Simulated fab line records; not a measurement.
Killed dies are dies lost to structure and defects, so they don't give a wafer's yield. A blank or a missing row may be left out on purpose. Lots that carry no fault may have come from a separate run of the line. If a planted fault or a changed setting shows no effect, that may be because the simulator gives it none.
Matching of chambers + flow n5 finfet + rie diel-04 running N5_SD_EPI_P_ETCH_47: 4 sister chambers
The step etches SiOCN in CH3F/O2, target depth 25 nm. 18 wafers are shown with their chamber, then 9 later ones without.

## EACH WAFER AND ITS CHAMBER
| wafer  | chamber | throttle valve pct (%) | oes product au (a.u.) | rf vpp V (V) |
|--------|---------|------------------------|-----------------------|--------------|
| L075.1 | 0       | 16.47                  | 0.86                  | 127.4        |
| L075.2 | 3       | 15.99                  | 0.95                  | 124.6        |
| L075.4 | 3       | 16.00                  | 0.94                  | 125.4        |
| L077.1 | 2       | 15.90                  | 0.79                  | 127.2        |
| L077.4 | 3       | 16.00                  | 0.93                  | 124.4        |
| L077.6 | 1       | 16.14                  | 0.75                  | 125.8        |
| L078.1 | 2       | 15.87                  | 0.79                  | 127.3        |
| L078.3 | 1       | 16.16                  | 0.74                  | 127.0        |
| L078.5 | 1       | 16.16                  | 0.74                  | 127.2        |
| L080.1 | 2       | 15.90                  | 0.79                  | 129.1        |
| L080.2 | 3       | 16.01                  | 0.92                  | 123.7        |
| L080.6 | 3       | 16.03                  | 0.92                  | 124.1        |
| L081.3 | 2       | 15.91                  | 0.79                  | 127.4        |
| L081.5 | 2       | 15.91                  | 0.79                  | 127.8        |
| L081.6 | 3       | 16.02                  | 0.91                  | 125.4        |
| L085.2 | 2       | 15.93                  | 0.77                  | 126.0        |
| L085.4 | 3       | 16.04                  | 0.90                  | 124.6        |
| L085.5 | 2       | 15.92                  | 0.78                  | 127.1        |

SIGNATURES, as means of the wafers listed above
| reading            | chamber 0 | chamber 1 | chamber 2 | chamber 3 | scatter within a chamber |
|--------------------|-----------|-----------|-----------|-----------|--------------------------|
| throttle valve pct | 16.4700   | 16.1533   | 15.9057   | 16.0129   | 0.0177                   |
| oes product au     | 0.8600    | 0.7433    | 0.7857    | 0.9243    | 0.0126                   |
| rf vpp V           | 127.400   | 126.667   | 127.414   | 124.600   | 0.787                    |
Rule: for each reading, subtract the chamber's mean from the wafer's reading, divide by that reading's scatter and square the result; add these up over the readings and take the root, which gives the wafer's distance from the chamber. If the next closest chamber is less than 2 further off than the closest, the wafer can't be placed; otherwise it belongs to the closest. The scatter: the root of (the sum of the squares of (reading less its chamber's mean) over the shown wafers, divided by (wafers less chambers)).

## WAFERS WITHOUT THEIR CHAMBER
| wafer  | throttle valve pct (%) | oes product au (a.u.) | rf vpp V (V) |
|--------|------------------------|-----------------------|--------------|
| L086.1 | 16.05                  | 0.88                  | 124.1        |
| L086.2 | 16.16                  | 0.73                  | 126.2        |
| L086.6 | 15.91                  | 0.77                  | 126.3        |
| L094.3 | 16.52                  | 0.81                  | 126.7        |
| L094.5 | 16.21                  | 0.71                  | 127.3        |
| L094.6 | 15.95                  | 0.75                  | 128.7        |
| L096.1 | 16.22                  | 0.72                  | 127.6        |
| L096.4 | 16.53                  | 0.81                  | 128.0        |
| L096.5 | 16.08                  | 0.88                  | 125.3        |

## WHICH CHAMBER EACH WENT THROUGH
| wafer  | from the rows above | in truth |
|--------|---------------------|----------|
| L086.1 | 3                   | 3        |
| L086.2 | 1                   | 1        |
| L086.6 | 2                   | 2        |
| L094.3 | 0                   | 0        |
| L094.5 | 1                   | 1        |
| L094.6 | 2                   | 2        |
| L096.1 | 1                   | 1        |
| L096.4 | 0                   | 0        |
| L096.5 | 3                   | 3        |
Correctly placed: 9 of 9. From these rows, 0 cannot be placed. Number placed wrongly: 0.
